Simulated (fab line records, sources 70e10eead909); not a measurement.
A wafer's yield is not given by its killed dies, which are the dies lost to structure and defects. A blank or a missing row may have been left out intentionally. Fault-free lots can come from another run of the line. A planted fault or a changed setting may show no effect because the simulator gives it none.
Which of the tools did it? / flow nand_harc / 18 wafers from 6 lots sampled at 5 of the route's 1302 steps

== WHAT EACH GAUGE READ, for each wafer ==
NHARC_END_SORT_01.
lot=L841; measured=day 25 05:31; on=prober-02; killed_at_array=68 81 87
lot=L844; measured=day 26 13:35; on=prober-02; killed_at_array=61 60 55
lot=L847; measured=day 28 12:52; on=prober-02; killed_at_array=57 58 54
lot=L851; measured=day 29 18:07; on=prober-01; killed_at_array=21 37 39
lot=L853; measured=day 30 13:25; on=prober-01; killed_at_array=40 38 51
lot=L860; measured=day 33 13:08; on=prober-02; killed_at_array=48 199 44

== EACH LOT AND THE TOOL THAT RAN IT (in order: tool; ch and the chambers of the sampled wafers; start) ==
lot=L841; NHARC_A_STAIRCASE_ETCH_192=rie_diel-03 ch 0,2,3, day 16 15:24 or earlier; NHARC_A_STAIRCASE_ETCH_194=rie_diel-03 ch 1,2,3, day 16 15:24; NHARC_A_STAIRCASE_ETCH_201=rie_diel-03 ch 1,2,3, day 16 16:43 or earlier; NHARC_A_STAIRCASE_STRIP_205=plasma_asher-02 ch 0,1, day 16 16:43
lot=L844; NHARC_A_STAIRCASE_ETCH_192=rie_diel-03 ch 1,3, day 18 06:46 or earlier; NHARC_A_STAIRCASE_ETCH_194=rie_diel-03 ch 2,3, day 18 06:46; NHARC_A_STAIRCASE_ETCH_201=rie_diel-03 ch 1,2,3, day 18 08:10 or earlier; NHARC_A_STAIRCASE_STRIP_205=plasma_asher-02 ch 0,1, day 18 08:10
lot=L847; NHARC_A_STAIRCASE_ETCH_192=rie_diel-08 ch 2,3, day 19 19:02 or earlier; NHARC_A_STAIRCASE_ETCH_194=rie_diel-08 ch 1,2, day 19 19:02; NHARC_A_STAIRCASE_ETCH_201=rie_diel-03 ch 2,3, day 19 20:43 or earlier; NHARC_A_STAIRCASE_STRIP_205=plasma_asher-01 ch 0,1, day 19 20:43
lot=L851; NHARC_A_STAIRCASE_ETCH_192=rie_diel-08 ch 1,3, day 20 15:01 or earlier; NHARC_A_STAIRCASE_ETCH_194=rie_diel-08 ch 0,3, day 20 15:01; NHARC_A_STAIRCASE_ETCH_201=rie_diel-10 ch 0,2,3, day 20 16:16 or earlier; NHARC_A_STAIRCASE_STRIP_205=plasma_asher-02 ch 0,1, day 20 16:16
lot=L853; NHARC_A_STAIRCASE_ETCH_192=rie_diel-10 ch 0,2,3, day 22 05:38 or earlier; NHARC_A_STAIRCASE_ETCH_194=rie_diel-10 ch 0,3, day 22 05:38; NHARC_A_STAIRCASE_ETCH_201=rie_diel-08 ch 0,2, day 22 06:52 or earlier; NHARC_A_STAIRCASE_STRIP_205=plasma_asher-02 ch 0,1, day 22 06:52
lot=L860; NHARC_A_STAIRCASE_ETCH_192=rie_diel-03 ch 2,3, day 25 00:10 or earlier; NHARC_A_STAIRCASE_ETCH_194=rie_diel-03 ch 1,2, day 25 00:10; NHARC_A_STAIRCASE_ETCH_201=rie_diel-03 ch 0,3, day 25 01:48 or earlier; NHARC_A_STAIRCASE_STRIP_205=plasma_asher-02 ch 0,1, day 25 01:48
- NHARC_A_STAIRCASE_ETCH_192: etches the open film in C4F8/O2, target depth 100 nm, time 40.5 s.
- NHARC_A_STAIRCASE_ETCH_194: etches the open film in C4F8/O2, target depth 100 nm, time 40.5 s.
- NHARC_A_STAIRCASE_ETCH_201: etches the open film in C4F8/O2, target depth 100 nm, time 40.5 s.
- NHARC_A_STAIRCASE_STRIP_205: strips in O2.

== THE ANSWER, worked out from the rows above alone ==
Rule: usual is defined by the lots themselves. The widest of any qualifying gaps counts: lots, ordered by their means at a reading, are off when they make up no more than a third of the lots, leave a main group of 4 or more, and stand apart from it by 3 or more times the standard deviation of that group's means. The tables above print the reading to a certain number of digits; a main group whose means all agree to those digits is not used. Also off: a lot with no number at a reading for which 4 or more lots have one. All remaining lots with rows at the step are treated as sound.
No lot is off at any reading shown: from this, nothing can be told.

== WHAT THE SIMULATOR HAD PUT IN ==
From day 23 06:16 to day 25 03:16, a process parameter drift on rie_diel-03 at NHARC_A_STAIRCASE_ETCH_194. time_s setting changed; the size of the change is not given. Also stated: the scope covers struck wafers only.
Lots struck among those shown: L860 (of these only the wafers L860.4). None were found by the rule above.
